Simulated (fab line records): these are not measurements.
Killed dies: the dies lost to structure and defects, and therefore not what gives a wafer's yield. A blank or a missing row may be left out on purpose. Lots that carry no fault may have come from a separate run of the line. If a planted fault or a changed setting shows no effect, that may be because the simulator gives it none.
fab line records    flow n5-finfet    part 1 of 2: steps 1 to 22 of 32
[record] lots = 5  wafers = 15  last-day = 17
route steps=1938 shown BEOL_M11@1574 BEOL_M12@1602
lots with no fault: from the same line, run without faults
start-h: hours from the record's first day to the start of the lot's first wafer shown    wait-h: hours from the lot's prior step to this one    " same as the row above    L1.1+2: one row covering several wafers at once    - no value, or no start was given    * or withheld: withheld    < > ~ a bound
route shown NAME@n: names a module that has steps shown in the file, with the first one's number in the route    usual: mean/standard deviation of fault-free wafers    same: alike in all rows    chamber/n: place in a boat    sites: readings site by site    _std_site: their standard deviation    _edge_site: mean of outer sites minus mean of inner sites    radius-mm: for every site, how far away it sits from the centre of the wafer    mask NAME#n: copy n    behind: the tool/chamber that last shaped the wafer    hold: cause of the lot's hold/its duration in hours/its outcome    device: the transistor (n, p or np) that didn't switch    end of line: tests run on the same wafers once the route is complete    a step with no rows: only its recipe    killed: count of dies lost to structure and defects at first sort (not the wafer's yield)    map: dies across one wafer; x = killed, . = not, _ = none there
set.NAME: the setting that was run; set.NAME@STEP: the one run at that earlier step    model.NAME: the simulator's own value behind a step, which no gauge read
certain route steps with their lots: each step a table, each wafer a row
services: when a tool's chamber went out of use (start-h, in hours from the record's first day, below 0 if earlier), for how many hours, and the reason
[[steps]]
[step N5_BEOL_M11_STRIP_69]
[recipe] chemistry = N2/H2  temp-c = 40  n2-flow-sccm = 200  h2-flow-sccm = 200  rf-frequency-hz = 6e+07
lot.wafer   tool         chamber  start-h  wait-h
L074.2+3+6  rie-diel-04  3,0,0    225.57   0.1
L075.1+2+3  rie-diel-04  0,3,2    234.53   0.1
L077.3+5+6  rie-diel-04  3,2,3    241.39   0.1
L087.2+3+4  rie-diel-01  2,3,1    314.52   0.1
L093.1+2+5  rie-diel-04  1,0,1    348.13   0.1
[step N5_BEOL_M11_VIA_ETCH_34]
[recipe] chemistry = C4F6/O2  target = SiCOH_lowk  target-depth-a = 1845  mask-material = SOC  taper-deg = 4  time-s = 69.2  ion-energy-ev = 250  pressure-mtorr = 30  source-w = 345  bias-w = 185  Ar_flow_sccm = 300  C4F6_flow_sccm = 10  O2_flow_sccm = 10
[usual] drypump-motor-current-A = 5.8/0.6  oes_ar_750_au = 0.82/0.082  oes-product-au = 0.82/0.087  rf-vpp-V = 673/16  showerhead-plenum-p-Torr = 2.84/0.089  throttle-valve-pct = 20.93/0.28
lot.wafer  tool         chamber  start-h  wait-h  drypump-motor-current-A  oes_ar_750_au  oes-product-au  rf-hours-counter-h  rf-vpp-V  showerhead-plenum-p-Torr  throttle-valve-pct
L074.2     rie-diel-04  3        225.58   0.0     6.6                      0.71           0.70            203                 678       2.71                      21.19
L074.3     "            0        "        "       5.7                      0.95           0.96            3                   664       2.91                      21.09
L074.6     "            0        "        "       5.7                      0.96           0.97            -                   665       2.91                      21.12
L075.1     rie-diel-04  0        234.54   0.0     5.7                      0.93           0.95            7                   664       2.91                      21.12
L075.2     "            3        "        "       6.7                      0.71           0.71            207                 677       2.71                      21.22
L075.3     "            2        "        "       5.7                      0.84           0.84            40                  700       2.93                      21.16
L077.3     rie-diel-04  3        241.40   0.0     6.6                      0.71           0.70            208                 680       2.71                      21.22
L077.5     "            2        "        "       5.7                      0.83           0.83            -                   700       2.93                      21.18
L077.6     "            3        "        "       6.6                      0.72           0.70            -                   679       2.71                      21.23
L087.2     rie-diel-01  2        314.53   0.0     6.1                      0.87           0.88            56                  660       2.75                      20.40
L087.3     "            3        "        "       6.4                      0.82           0.82            96                  673       2.79                      20.94
L087.4     "            1        "        "       5.2                      0.69           0.67            247                 648       2.77                      21.15
L093.1     rie-diel-04  1        348.14   0.0     6.6                      0.73           0.75            148                 682       2.87                      21.13
L093.2     "            0        "        "       5.8                      0.86           0.88            39                  664       2.89                      21.17
L093.5     "            1        "        "       6.6                      0.74           0.75            -                   683       2.87                      21.12
[step N5_BEOL_M11_STRIP_73]
[recipe] chemistry = C4F6/O2  resist = SiARC  rf-frequency-hz = 6e+07
lot.wafer   tool         chamber  start-h  wait-h
L074.2+3+6  rie-diel-04  3,0,0    225.63   0.0
L075.1+2+3  rie-diel-04  0,3,2    234.59   0.0
L077.3+5+6  rie-diel-04  3,2,3    241.45   0.0
L087.2+3+4  rie-diel-01  2,3,1    314.58   0.0
L093.1+2+5  rie-diel-04  1,0,1    348.19   0.0
[step N5_BEOL_M11_STRIP_36]
[recipe] chemistry = N2/H2  power-w = 450  temp-c = 40  pressure-mtorr = 20  rf-frequency-hz = 6e+07  overash-fraction = 0.3  bias-power-w = 7  h2-frac = 0.5  n2-flow-sccm = 200  h2-flow-sccm = 200
[usual] drypump-motor-current-A = 5.8/0.6  oes-product-au = 0.83/0.089  rf-vpp-V = 59.1/1.9  showerhead-plenum-p-Torr = 2.53/0.073  throttle-valve-pct = 23.7/0.33
[same] overash-fraction = 0.3
lot.wafer  tool         chamber  start-h  wait-h  drypump-motor-current-A  oes-product-au  rf-hours-counter-h  rf-vpp-V  showerhead-plenum-p-Torr  throttle-valve-pct
L074.2     rie-diel-04  3        225.64   0.0     6.7                      0.72            203                 57.5      2.42                      23.9
L074.3     "            0        "        "       5.7                      0.96            3                   57.6      2.61                      23.9
L074.6     "            0        "        "       5.8                      0.97            -                   60.8      2.61                      23.9
L075.1     rie-diel-04  0        234.60   0.0     5.7                      0.95            7                   59.7      2.61                      23.9
L075.2     "            3        "        "       6.6                      0.70            207                 57.7      2.42                      23.9
L075.3     "            2        "        "       5.7                      0.88            40                  61.2      2.60                      24.2
L077.3     rie-diel-04  3        241.46   0.0     6.6                      0.69            209                 61.0      2.42                      23.9
L077.5     "            2        "        "       5.7                      0.86            -                   57.7      2.60                      24.2
L077.6     "            3        "        "       6.6                      0.69            -                   56.2      2.42                      24.0
L087.2     rie-diel-01  2        314.59   0.0     6.1                      0.89            56                  58.5      2.49                      23.3
L087.3     "            3        "        "       6.4                      0.81            96                  61.1      2.46                      23.6
L087.4     "            1        "        "       5.2                      0.68            247                 60.5      2.49                      24.0
L093.1     rie-diel-04  1        348.20   0.0     6.5                      0.76            148                 58.2      2.53                      23.8
L093.2     "            0        "        "       5.7                      0.87            39                  58.0      2.59                      24.0
L093.5     "            1        "        "       6.5                      0.78            -                   60.4      2.53                      23.8
[step N5_BEOL_M11_TRENCH_ETCH_37]
[recipe] chemistry = C4F6/O2  target-depth-a = 1488.3  target = SiCOH_lowk  time-s = 48  ion-energy-ev = 250  pressure-mtorr = 30  source-w = 345  bias-w = 185  Ar_flow_sccm = 300  C4F6_flow_sccm = 10  O2_flow_sccm = 10
[usual] drypump-motor-current-A = 5.8/0.6  oes_ar_750_au = 0.82/0.081  oes-product-au = 0.82/0.087  rf-vpp-V = 673/16  showerhead-plenum-p-Torr = 2.84/0.089  throttle-valve-pct = 20.96/0.28
lot.wafer  tool         chamber  start-h  wait-h  drypump-motor-current-A  oes_ar_750_au  oes-product-au  rf-hours-counter-h  rf-vpp-V  showerhead-plenum-p-Torr  throttle-valve-pct
L074.2     rie-diel-04  3        -        -       6.6                      0.71           0.71            203                 677       2.71                      21.24
L074.3     "            0        "        "       5.7                      0.95           0.97            4                   665       2.91                      21.14
L074.6     "            0        "        "       5.7                      0.95           0.97            -                   665       2.91                      21.13
L075.1     rie-diel-04  0        -        -       5.7                      0.94           0.95            7                   664       2.91                      21.14
L075.2     "            3        "        "       6.6                      0.72           0.71            207                 678       2.71                      21.24
L075.3     "            2        "        "       5.7                      0.83           0.85            40                  700       2.93                      21.19
L077.3     rie-diel-04  3        -        -       6.6                      0.71           0.70            209                 677       2.71                      21.27
L077.5     "            2        "        "       5.7                      0.82           0.84            -                   700       2.93                      21.19
L077.6     "            3        "        "       6.6                      0.71           0.70            -                   677       2.71                      21.27
L087.2     rie-diel-01  2        -        -       6.1                      0.88           0.89            56                  662       2.75                      20.42
L087.3     "            3        "        "       6.4                      0.81           0.82            96                  673       2.79                      20.96
L087.4     "            1        "        "       5.2                      0.69           0.68            247                 647       2.77                      21.18
L093.1     rie-diel-04  1        -        -       6.5                      0.73           0.76            148                 682       2.87                      21.15
L093.2     "            0        "        "       5.7                      0.87           0.88            39                  665       2.89                      21.20
L093.5     "            1        "        "       6.5                      0.74           0.76            -                   683       2.87                      21.15
[step N5_BEOL_M11_ETCH_41]
[recipe] chemistry = CH3F/O2  target = SiCN  target-depth-a = 426  taper-deg = 2  time-s = 86  ion-energy-ev = 120  mask-material = TiN  pressure-mtorr = 30  source-w = 395  bias-w = 75  Ar_flow_sccm = 150  CH3F_flow_sccm = 30  O2_flow_sccm = 20
[usual] drypump-motor-current-A = 5.8/0.6  oes-product-au = 0.82/0.088  rf-vpp-V = 297.2/1.5  showerhead-plenum-p-Torr = 2.00/0.064  throttle-valve-pct = 16.32/0.26
lot.wafer  tool         chamber  start-h  wait-h  drypump-motor-current-A  oes-product-au  rf-hours-counter-h  rf-vpp-V  showerhead-plenum-p-Torr  throttle-valve-pct
L074.2     rie-diel-04  3        -        -       6.6                      0.70            203                 294.8     1.90                      16.66
L074.3     "            0        "        "       5.8                      0.96            4                   297.7     2.05                      16.45
L074.6     "            0        "        "       5.7                      0.96            -                   295.4     2.05                      16.46
L075.1     rie-diel-04  0        -        -       5.7                      0.94            7                   299.5     2.05                      16.46
L075.2     "            3        "        "       6.6                      0.70            207                 294.9     1.90                      16.67
L075.3     "            2        "        "       5.7                      0.84            40                  297.4     2.06                      16.44
L077.3     rie-diel-04  3        -        -       6.6                      0.70            209                 295.8     1.90                      16.67
L077.5     "            2        "        "       5.7                      0.84            -                   298.4     2.06                      16.46
L077.6     "            3        "        "       6.6                      0.70            -                   296.2     1.90                      16.67
L087.2     rie-diel-01  2        -        -       6.1                      0.88            56                  297.7     1.93                      15.85
L087.3     "            3        "        "       6.4                      0.82            96                  296.5     1.96                      16.30
L087.4     "            1        "        "       5.2                      0.68            247                 295.4     1.95                      16.67
L093.1     rie-diel-04  1        -        -       6.5                      0.75            148                 297.8     2.01                      16.46
L093.2     "            0        "        "       5.7                      0.87            39                  297.0     2.04                      16.52
L093.5     "            1        "        "       6.5                      0.76            -                   297.0     2.01                      16.47
[step N5_BEOL_M11_STRIP_77]
[recipe] chemistry = N2/H2  time-s = 10  power-w = 450  temp-c = 40  pressure-mtorr = 20  rf-frequency-hz = 6e+07  bias-power-w = 7  n2-flow-sccm = 200  h2-flow-sccm = 200
[usual] drypump-motor-current-A = 5.8/0.6  oes-product-au = 0.83/0.089  rf-vpp-V = 59.2/0.88  showerhead-plenum-p-Torr = 2.53/0.073  throttle-valve-pct = 23.7/0.33
lot.wafer  tool         chamber  start-h  wait-h  drypump-motor-current-A  oes-product-au  rf-hours-counter-h  rf-vpp-V  showerhead-plenum-p-Torr  throttle-valve-pct
L074.2     rie-diel-04  3        -        -       6.6                      0.71            203                 58.7      2.42                      23.9
L074.3     "            0        "        "       5.7                      0.96            4                   59.6      2.61                      23.9
L074.6     "            0        "        "       5.8                      0.97            -                   58.2      2.61                      23.9
L075.1     rie-diel-04  0        -        -       5.7                      0.94            7                   58.6      2.61                      23.9
L075.2     "            3        "        "       6.6                      0.71            207                 58.9      2.42                      23.9
L075.3     "            2        "        "       5.7                      0.85            40                  60.5      2.60                      24.2
L077.3     rie-diel-04  3        -        -       6.6                      0.71            209                 59.7      2.42                      23.9
L077.5     "            2        "        "       5.7                      0.85            -                   60.2      2.60                      24.2
L077.6     "            3        "        "       6.6                      0.69            -                   58.6      2.42                      23.9
L087.2     rie-diel-01  2        -        -       6.1                      0.89            56                  58.5      2.49                      23.3
L087.3     "            3        "        "       6.4                      0.83            96                  58.6      2.46                      23.6
L087.4     "            1        "        "       5.2                      0.68            247                 60.7      2.49                      24.0
L093.1     rie-diel-04  1        -        -       6.5                      0.77            148                 58.6      2.53                      23.8
L093.2     "            0        "        "       5.7                      0.88            39                  59.2      2.59                      23.9
L093.5     "            1        "        "       6.5                      0.76            -                   59.5      2.53                      23.8
[step N5_BEOL_M11_OCD_MEAS_38]
[usual] trench-depth-nm = 149.4/2.9
lot.wafer  tool    chamber  start-h  wait-h  trench-depth-nm
L074.2     ocd-02  -        225.86   -       146.8
L074.3     "       -        "        "       153.1
L074.6     "       -        "        "       153.5
L075.1     ocd-01  -        234.82   -       154.3
L075.2     "       -        "        "       146.0
L075.3     "       -        "        "       146.9
L077.3     ocd-01  -        241.69   -       144.8
L077.5     "       -        "        "       146.9
L077.6     "       -        "        "       145.0
L087.2     ocd-01  -        314.82   -       155.1
L087.3     "       -        "        "       147.7
L087.4     "       -        "        "       147.4
L093.1     ocd-02  -        348.42   -       150.3
L093.2     "       -        "        "       154.0
L093.5     "       -        "        "       149.5
[step N5_BEOL_M11_HM_STRIP_39]
[recipe] chemistry = peroxide-tin-strip  material = TiN  target-depth-a = 250  temp-c = 50  time-s = 158
lot.wafer   tool          chamber  start-h  wait-h
L074.2+3+6  wet-bench-03  6,4,0    225.90   0.0
L075.1+2+3  wet-bench-03  6,4,7    234.85   0.0
L077.3+5+6  wet-bench-02  0,1,5    241.72   0.0
L087.2+3+4  wet-bench-02  3,2,1    314.85   0.0
L093.1+2+5  wet-bench-02  3,4,0    348.46   0.0
[step N5_BEOL_M11_SRD_40]
[recipe] time-s = 30  temp-c = 23  rinse-liquid = diw  dry = ipa-marangoni
lot.wafer   tool          chamber  start-h  wait-h
L074.2+3+6  wet-bench-03  6,4,0    225.94   0.0
L075.1+2+3  wet-bench-03  6,4,7    234.90   0.0
L077.3+5+6  wet-bench-02  0,1,5    241.77   0.0
L087.2+3+4  wet-bench-02  3,2,1    314.90   0.0
L093.1+2+5  wet-bench-02  3,4,0    348.50   0.0
[step N5_BEOL_M11_PRECLEAN_42]
[recipe] chemistry = residue-remover  time-s = 60  temp-c = 40
lot.wafer   tool          chamber  start-h  wait-h
L074.2+3+6  wet-bench-03  6,4,0    225.96   0.0
L075.1+2+3  wet-bench-03  6,4,7    234.92   0.0
L077.3+5+6  wet-bench-02  0,1,5    241.79   0.0
L087.2+3+4  wet-bench-02  3,2,1    314.92   0.0
L093.1+2+5  wet-bench-02  3,4,0    348.52   0.0
[step N5_BEOL_M11_SRD_43]
[recipe] time-s = 30  temp-c = 23  rinse-liquid = diw  dry = ipa-marangoni
lot.wafer   tool          chamber  start-h  wait-h
L074.2+3+6  wet-bench-03  6,4,0    225.98   0.0
L075.1+2+3  wet-bench-03  6,4,7    234.93   0.0
L077.3+5+6  wet-bench-02  0,1,5    241.80   0.0
L087.2+3+4  wet-bench-02  3,2,1    314.93   0.0
L093.1+2+5  wet-bench-02  3,4,0    348.54   0.0
[step N5_BEOL_M11_CD_MEAS_35]
[recipe] target-cd-nm = 70  polarity = opening
[usual] cd-nm = 70.1/0.65
lot.wafer  tool       chamber  start-h  wait-h  cd-nm
L074.2     cd-sem-02  -        226.02   0.0     70.4
L074.3     "          -        "        "       70.9
L074.6     "          -        "        "       69.9
L075.1     cd-sem-03  -        234.97   0.0     70.0
L075.2     "          -        "        "       70.9
L075.3     "          -        "        "       70.9
L077.3     cd-sem-03  -        241.85   0.0     70.1
L077.5     "          -        "        "       70.4
L077.6     "          -        "        "       70.2
L087.2     cd-sem-03  -        314.98   0.0     69.4
L087.3     "          -        "        "       68.9
L087.4     "          -        "        "       69.5
L093.1     cd-sem-01  -        348.58   0.0     69.8
L093.2     "          -        "        "       70.4
L093.5     "          -        "        "       70.2
[step N5_BEOL_M11_CURE_72]
[recipe] temp-c = 370  time-s = 120  ambient = DMADMS/He  material = SiCOH_lowk
[usual] lamp-power-pct = 52.31/0.055  wafer_temp_C_max = 371.6/0.62
lot.wafer  tool        chamber  start-h  wait-h  lamp-power-pct  wafer_temp_C_max
L074.2     uv-cure-02  1        226.11   0.1     52.35           372.5
L074.3     "           1        "        "       52.35           372.6
L074.6     "           1        "        "       52.38           372.3
L075.1     uv-cure-02  0        235.02   0.0     52.33           371.6
L075.2     "           0        "        "       52.35           371.2
L075.3     "           0        "        "       52.34           371.8
L077.3     uv-cure-02  0        242.09   0.2     52.27           371.6
L077.5     "           0        "        "       52.32           371.3
L077.6     "           0        "        "       52.26           371.4
L087.2     uv-cure-01  2        315.18   0.2     52.39           370.8
L087.3     "           2        "        "       52.38           370.9
L087.4     "           2        "        "       52.26           370.5
L093.1     uv-cure-02  2        348.62   0.0     52.35           371.0
L093.2     "           2        "        "       52.21           371.0
L093.5     "           2        "        "       52.31           370.7
[step N5_BEOL_M11_DEGAS_44]
[recipe] ambient = vacuum  temp-c = 250  time-s = 60
[usual] heater-power-w = 339/27
lot.wafer  tool            chamber  start-h  wait-h  heater-power-w
L074.2     pvd-sputter-01  -        226.58   0.4     335
L074.3     "               -        "        "       315
L074.6     "               -        "        "       329
L075.1     pvd-sputter-01  -        235.68   0.6     332
L075.2     "               -        "        "       326
L075.3     "               -        "        "       327
L077.3     pvd-sputter-01  -        242.54   0.4     322
L077.5     "               -        "        "       304
L077.6     "               -        "        "       314
L087.2     pvd-sputter-01  -        316.65   1.4     336
L087.3     "               -        "        "       330
L087.4     "               -        "        "       312
L093.1     pvd-sputter-01  -        349.01   0.3     322
L093.2     "               -        "        "       319
L093.5     "               -        "        "       327
[step N5_BEOL_M11_PRE_CLEAN_45]
[recipe] gas = H2/He  time-s = 30  temp-c = 250
[usual] heater-power-w = 339/27
lot.wafer  tool            chamber  start-h  wait-h  heater-power-w
L074.2     pvd-sputter-01  -        226.62   0.0     335
L074.3     "               -        "        "       314
L074.6     "               -        "        "       341
L075.1     pvd-sputter-01  -        235.72   0.0     333
L075.2     "               -        "        "       317
L075.3     "               -        "        "       333
L077.3     pvd-sputter-01  -        242.58   0.0     329
L077.5     "               -        "        "       308
L077.6     "               -        "        "       309
L087.2     pvd-sputter-01  -        316.69   0.0     338
L087.3     "               -        "        "       316
L087.4     "               -        "        "       313
L093.1     pvd-sputter-01  -        349.05   0.0     329
L093.2     "               -        "        "       312
L093.5     "               -        "        "       327
[step N5_BEOL_M11_ALD_74]
[recipe] material = TaN  target-thk-a = 20  temp-c = 275  ald-precursor-family = PDMAT  ald-co-reactant = NH3  pressure-torr = 3  carrier-flow-sccm = 1500  pulse-time-s = 2  purge-time-s = 3  co-reactant-purge-time-s = 2  co-reactant-pulse-time-s = 3  ald-cycles = 40  precursor-vessel-temp-c = 75  precursor-vessel-pressure-torr = 26.25  precursor-vessel-carrier-sccm = 1000
[usual] heater-power-w = 407/27  precursor-vessel-pressure-torr = 26.26/0.059
lot.wafer  tool          chamber  start-h  wait-h  heater-power-w  precursor-vessel-pressure-torr
L074.2     ald-metal-03  1        226.68   0.0     407             26.29
L074.3     "             0        "        "       447             26.25
L074.6     "             0        "        "       450             26.27
L075.1     ald-metal-02  3        235.78   0.0     356             26.14
L075.2     "             2        "        "       399             26.22
L075.3     "             0        "        "       408             26.22
L077.3     ald-metal-04  1        242.87   0.3     454             26.20
L077.5     "             2        "        "       385             26.18
L077.6     "             1        "        "       457             26.28
L087.2     ald-metal-03  1        316.77   0.1     410             26.25
L087.3     "             0        "        "       439             26.23
L087.4     "             3        "        "       400             26.28
L093.1     ald-metal-02  3        349.12   0.1     347             26.24
L093.2     "             1        "        "       428             26.23
L093.5     "             0        "        "       414             26.25
[step N5_BEOL_M11_SURFACE_TREAT_76]
[recipe] gas = Ar  time-s = *  ion-energy-ev = *  ion-current-ma-cm2 = 0.5  pressure-mtorr = *  ar-flow-sccm = 30
[usual] pressure-mtorr = *  throttle-valve-pct = *
lot.wafer  tool            chamber  start-h  wait-h  pressure-mtorr  throttle-valve-pct
L074.2     pvd-sputter-03  -        227.53   0.7     *               *
L074.3     "               -        "        "       *               *
L074.6     "               -        "        "       *               *
L075.1     pvd-sputter-01  -        236.22   0.3     *               *
L075.2     "               -        "        "       *               *
L075.3     "               -        "        "       *               *
L077.3     pvd-sputter-01  -        244.98   2.0     *               *
L077.5     "               -        "        "       *               *
L077.6     "               -        "        "       *               *
L087.2     pvd-sputter-03  -        317.11   0.2     *               *
L087.3     "               -        "        "       *               *
L087.4     "               -        "        "       *               *
L093.1     pvd-sputter-03  -        349.66   0.4     *               *
L093.2     "               -        "        "       *               *
L093.5     "               -        "        "       *               *
[step N5_BEOL_M11_CVD_75]
[recipe] material = Co  target-thk-a = 20  temp-c = withheld  precursor = CCTBA/H2  pressure-torr = 30  time-s = 138.9
lot.wafer   tool       chamber  start-h  wait-h
L074.2+3+6  cvd-co-02  0,2,0    227.82   0.3
L075.1+2+3  cvd-co-01  1,0,0    236.51   0.3
L077.3+5+6  cvd-co-02  1,1,0    245.16   0.2
L087.2+3+4  cvd-co-01  1,0,1    317.23   0.1
L093.1+2+5  cvd-co-01  1,0,2    349.72   0.0
[step N5_BEOL_M11_SPUTTER_48]
[recipe] material = Cu  target-thk-a = 120  temp-c = -20  bias-v = 60  power-w = 26000  chamber-pressure-pa = 0.13  time-s = 2
[usual] chuck-sensor-temp-C = -16.1/0.69  throttle-valve-pct = 30.2/1
lot.wafer  tool            chamber  start-h  wait-h  chuck-sensor-temp-C  throttle-valve-pct
L074.2     pvd-sputter-03  -        228.21   0.3     -15.1                31.0
L074.3     "               -        "        "       -16.1                29.9
L074.6     "               -        "        "       -15.2                31.2
L075.1     pvd-sputter-02  -        237.76   1.2     -15.5                31.2
L075.2     "               -        "        "       -15.6                30.1
L075.3     "               -        "        "       -17.0                27.8
L077.3     pvd-sputter-01  -        245.30   0.1     -17.1                31.7
L077.5     "               -        "        "       -16.7                28.9
L077.6     "               -        "        "       -17.0                31.4
L087.2     pvd-sputter-03  -        317.55   0.3     -15.1                31.3
L087.3     "               -        "        "       -16.0                30.1
L087.4     "               -        "        "       -15.9                29.7
L093.1     pvd-sputter-03  -        349.84   0.1     -16.1                29.9
L093.2     "               -        "        "       -15.9                29.8
L093.5     "               -        "        "       -16.1                30.1
[step N5_BEOL_M11_ECD_50]
[recipe] material = Cu  target-thk-a = 3180
lot.wafer   tool       chamber  start-h  wait-h
L074.2+3+6  ecd-cu-02  1,1,0    228.34   0.1
L075.1+2+3  ecd-cu-02  1,0,1    237.88   0.1
L077.3+5+6  ecd-cu-02  0,1,0    245.45   0.1
L087.2+3+4  ecd-cu-01  0,0,1    317.77   0.2
L093.1+2+5  ecd-cu-01  1,0,0    349.95   0.1
[step N5_BEOL_M11_ANNEAL_51]
[recipe] temp-c = 225  time-s = 90  ambient = N2
[usual] wafer_temp_C_max = 226.4/0.41
lot.wafer  tool           chamber  start-h  wait-h  wafer_temp_C_max
L074.2     rtp-anneal-02  0        228.68   0.3     226.0
L074.3     "              0        "        "       226.1
L074.6     "              0        "        "       225.6
L075.1     rtp-anneal-02  0        237.99   0.1     225.9
L075.2     "              0        "        "       226.0
L075.3     "              0        "        "       226.0
L077.3     rtp-anneal-02  0        245.62   0.1     226.2
L077.5     "              0        "        "       225.6
L077.6     "              0        "        "       225.6
L087.2     rtp-anneal-02  0        318.11   0.3     225.7
L087.3     "              0        "        "       226.1
L087.4     "              0        "        "       225.9
L093.1     rtp-anneal-02  0        350.09   0.1     226.4
L093.2     "              0        "        "       226.4
L093.5     "              0        "        "       225.8
